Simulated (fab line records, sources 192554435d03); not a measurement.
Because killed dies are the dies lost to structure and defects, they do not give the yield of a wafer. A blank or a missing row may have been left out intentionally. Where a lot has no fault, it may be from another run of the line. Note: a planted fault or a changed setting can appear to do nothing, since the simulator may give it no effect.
Which tool was responsible? | flow n5-finfet | 11 lots with 33 wafers sampled at 5 steps, on a route of 1938 steps

## WHAT EACH GAUGE READ, for each wafer
No reading from a measuring or inspecting step in the record can be judged against a usual standard deviation.

## TOOL THAT RAN EACH LOT (tool first, then ch and the chambers of the sampled wafers, then the start)
lot  | N5_BEOL_M5_STRIP_91                           | N5_BEOL_M5_CURE_80            | N5_BEOL_M5_DEGAS_44          | N5_BEOL_M5_ALD_86                   | N5_PASSIVATION_PROBE_49
L267 | rie-diel-04 ch 0,1, day 10 07:10 or earlier   | uv-cure-01 ch 1, day 10 07:10 | pvd-sputter-01, day 10 07:41 | ald-metal-03 ch 0,2, day 10 07:47   | prober-01, day 14 14:08
L269 | rie-diel-01 ch 0,1, day 11 08:31 or earlier   | uv-cure-01 ch 0, day 11 08:31 | pvd-sputter-02, day 11 09:10 | ald-metal-03 ch 1,2, day 11 09:16   | -
L271 | rie-diel-02 ch 0,2,3, day 11 11:55 or earlier | uv-cure-02 ch 2, day 11 11:55 | pvd-sputter-02, day 11 12:23 | ald-metal-03 ch 1,2, day 11 12:29   | prober-01, day 15 12:53
L273 | rie-diel-02 ch 0,1,2, day 12 08:42 or earlier | uv-cure-01 ch 2, day 12 08:42 | pvd-sputter-01, day 12 10:53 | ald-metal-04 ch 1,3, day 12 10:59   | prober-02, day 16 13:06
L279 | rie-diel-04 ch 0,1,3, day 13 09:16 or earlier | uv-cure-01 ch 1, day 13 09:16 | pvd-sputter-01, day 13 09:26 | ald-metal-04 ch 0,1,3, day 13 09:34 | prober-01, day 17 16:50
L276 | rie-diel-02 ch 0,1,2, day 13 11:23 or earlier | uv-cure-01 ch 1, day 13 11:23 | pvd-sputter-03, day 13 11:44 | ald-metal-03 ch 0,2, day 13 11:50   | prober-02, day 17 23:58
L282 | rie-diel-04 ch 1,3, day 13 14:59 or earlier   | uv-cure-02 ch 1, day 13 14:59 | pvd-sputter-02, day 13 15:52 | ald-metal-02 ch 0,1,3, day 13 16:04 | prober-01, day 18 00:59
L284 | rie-diel-02 ch 1,3, day 13 21:34 or earlier   | uv-cure-01 ch 2, day 13 21:34 | pvd-sputter-03, day 13 23:20 | ald-metal-03 ch 0,2,3, day 13 23:26 | -
L287 | rie-diel-01 ch 0,2,3, day 14 17:08 or earlier | uv-cure-01 ch 1, day 14 17:08 | pvd-sputter-02, day 14 17:35 | ald-metal-02 ch 1,2, day 14 17:43   | prober-01, day 18 12:19
L285 | rie-diel-01 ch 0,2,3, day 15 00:43 or earlier | uv-cure-03 ch 0, day 15 00:43 | pvd-sputter-02, day 15 01:04 | ald-metal-04 ch 0,2,3, day 15 01:10 | prober-02, day 19 05:38
L286 | rie-diel-01 ch 1,2, day 15 10:23 or earlier   | uv-cure-01 ch 2, day 15 10:23 | pvd-sputter-03, day 15 10:52 | ald-metal-04 ch 1,2, day 15 10:58   | -
- N5_BEOL_M5_STRIP_91: strips in N2/H2, time 10 s.
- N5_BEOL_M5_CURE_80: cures SiCOH lowk, time 120 s.
- N5_BEOL_M5_DEGAS_44: time 60 s.
- N5_BEOL_M5_ALD_86: deposits TaN, pulse time 2 s, purge time 3 s, co reactant purge time 2 s.
- N5_PASSIVATION_PROBE_49

## AS READ BY THE TOOLS THEMSELVES (means over the sampled wafers that have a number; for cases with no such wafer, the mark the record gives instead)
N5_BEOL_M5_STRIP_91.
lot  | tool        | bias-power-w (W) | drypump-motor-current-A (A) | oes-product-au (a.u.) | rf-vpp-V (V) | showerhead-plenum-p-Torr (Torr) | throttle-valve-pct (%)
L267 | rie-diel-04 | 7.004            | 5.4                         | 0.78                  | 58.5         | 2.52                            | 23.9
L269 | rie-diel-01 | 7.002            | 6.0                         | 0.78                  | 59.3         | 2.64                            | 23.8
L271 | rie-diel-02 | 6.976            | 5.7                         | 0.87                  | 59.8         | 2.58                            | 23.4
L273 | rie-diel-02 | 7.007            | 5.3                         | 0.88                  | 59.6         | 2.55                            | 23.4
L279 | rie-diel-04 | 6.986            | 5.7                         | 0.76                  | 58.9         | 2.44                            | 23.8
L276 | rie-diel-02 | 7.007            | 5.3                         | 0.87                  | 59.6         | 2.55                            | 23.5
L282 | rie-diel-04 | 7.013            | 5.8                         | 0.74                  | 59.3         | 2.47                            | 23.8
L284 | rie-diel-02 | 7.004            | 5.3                         | 0.84                  | 58.6         | 2.50                            | 23.2
L287 | rie-diel-01 | 6.993            | 5.9                         | 0.76                  | 59.5         | 2.64                            | 23.7
L285 | rie-diel-01 | 7.002            | 5.8                         | 0.75                  | 60.0         | 2.64                            | 23.7
L286 | rie-diel-01 | 6.989            | 5.9                         | 0.85                  | 59.1         | 2.68                            | 23.7

N5_BEOL_M5_CURE_80.
lot  | tool       | lamp-power-pct (%) | run-length-s (s) | wafer_temp_C_max
L267 | uv-cure-01 | 52.34              | 178.5            | 372.5
L269 | uv-cure-01 | 52.36              | 181.9            | 372.5
L271 | uv-cure-02 | 52.32              | 178.5            | 371.1
L273 | uv-cure-01 | 52.33              | 177.6            | 371.3
L279 | uv-cure-01 | -                  | -                | -
L276 | uv-cure-01 | -                  | -                | -
L282 | uv-cure-02 | 52.28              | 178.7            | 372.1
L284 | uv-cure-01 | 52.31              | 177.6            | 371.0
L287 | uv-cure-01 | 52.34              | 178.5            | 372.4
L285 | uv-cure-03 | 52.35              | 177.8            | 372.4
L286 | uv-cure-01 | 52.30              | 177.5            | 370.9

N5_BEOL_M5_DEGAS_44.
lot  | tool           | heater-power-w (W)
L267 | pvd-sputter-01 | 354
L269 | pvd-sputter-02 | 321
L271 | pvd-sputter-02 | 320
L273 | pvd-sputter-01 | 341
L279 | pvd-sputter-01 | 365
L276 | pvd-sputter-03 | 352
L282 | pvd-sputter-02 | 299
L284 | pvd-sputter-03 | 286
L287 | pvd-sputter-02 | 331
L285 | pvd-sputter-02 | 319
L286 | pvd-sputter-03 | 300

N5_BEOL_M5_ALD_86.
lot  | tool         | heater-power-w (W)
L267 | ald-metal-03 | 408
L269 | ald-metal-03 | 448
L271 | ald-metal-03 | 441
L273 | ald-metal-04 | 383
L279 | ald-metal-04 | 422
L276 | ald-metal-03 | 400
L282 | ald-metal-02 | 400
L284 | ald-metal-03 | 414
L287 | ald-metal-02 | 417
L285 | ald-metal-04 | 390
L286 | ald-metal-04 | 398

N5_PASSIVATION_PROBE_49.
lot  | tool      | defect-limited-yield (%) | killed_at_M0_to_M3 | killed_at_M4_up | killed-at-contacts | killed-at-front-end | killed-at-other | killed-dies | killed-open | killed-short | sort_bin_5_function (%) | sort_bin_6_memory (%) | sort-n-pass | sort-yield-pct (%)
L267 | prober-01 | 92.6                     | 25                 | 18              | 9                  | 33                  | 2               | 87          | 57          | 28           | 4.4                     | 2.7                   | 1093        | 92.6
L271 | prober-01 | 91.1                     | 24                 | 14              | 17                 | 48                  | 2               | 105         | 77          | 27           | 5.3                     | 3.4                   | 1075        | 91.1
L273 | prober-02 | 93.2                     | 19                 | 17              | 12                 | 32                  | 1               | 80          | 53          | 25           | 3.9                     | 2.7                   | 1100        | 93.2
L279 | prober-01 | 91.9                     | 29                 | 18              | 10                 | 34                  | 4               | 96          | 62          | 31           | 4.7                     | 3.3                   | 1084        | 91.9
L276 | prober-02 | 90.3                     | 38                 | 17              | 12                 | 40                  | 7               | 114         | 82          | 32           | 5.8                     | 3.6                   | 1066        | 90.3
L282 | prober-01 | 90.4                     | 44                 | 16              | 15                 | 36                  | 2               | 113         | 71          | 40           | 5.7                     | 3.5                   | 1067        | 90.4
L287 | prober-01 | 89.8                     | 51                 | 15              | 7                  | 44                  | 4               | 121         | 75          | 44           | 6.5                     | 3.3                   | 1059        | 89.8
L285 | prober-02 | 91.0                     | 33                 | 12              | 17                 | 40                  | 4               | 106         | 69          | 35           | 5.2                     | 3.4                   | 1074        | 91.0

## THE ANSWER, worked out from the rows above alone
Rule: the lots themselves supply what counts as usual. Put in order of their means at a reading, lots are off if they are a third of the lots or fewer, leave a main group of 4 or more, and stand apart from it by a gap of 3 or more times the standard deviation of the main group's means; of several such gaps the widest counts. If all means in a main group match to the digits the tables above print for the reading, that group is not used. Also off: a lot with no number at a reading for which 4 or more lots have one. All remaining lots with rows at the step are treated as sound. After the gauges, taken in route order, come the tools' own readings; for these a lot's mean is taken, as printed above. The first step at which some lot is off is used, and at that step the reading that is off furthest; a lot without a number counts as furthest.
Off: L279, L276, at N5_BEOL_M5_CURE_80 (lamp-power-pct). Without a number there: L279, L276. The main group has a mean of 52.33 % with a standard deviation of 0.024.
A tool fits if, at that step or a process step before it, it ran every lot that is off, and no sound lot after the first of them. With no start given for some of its lots, N5_BEOL_M5_STRIP_91 uses the hours and lot order of N5_BEOL_M5_CURE_80. No candidate that was tried fits.

## WHAT THE SIMULATOR PUT IN
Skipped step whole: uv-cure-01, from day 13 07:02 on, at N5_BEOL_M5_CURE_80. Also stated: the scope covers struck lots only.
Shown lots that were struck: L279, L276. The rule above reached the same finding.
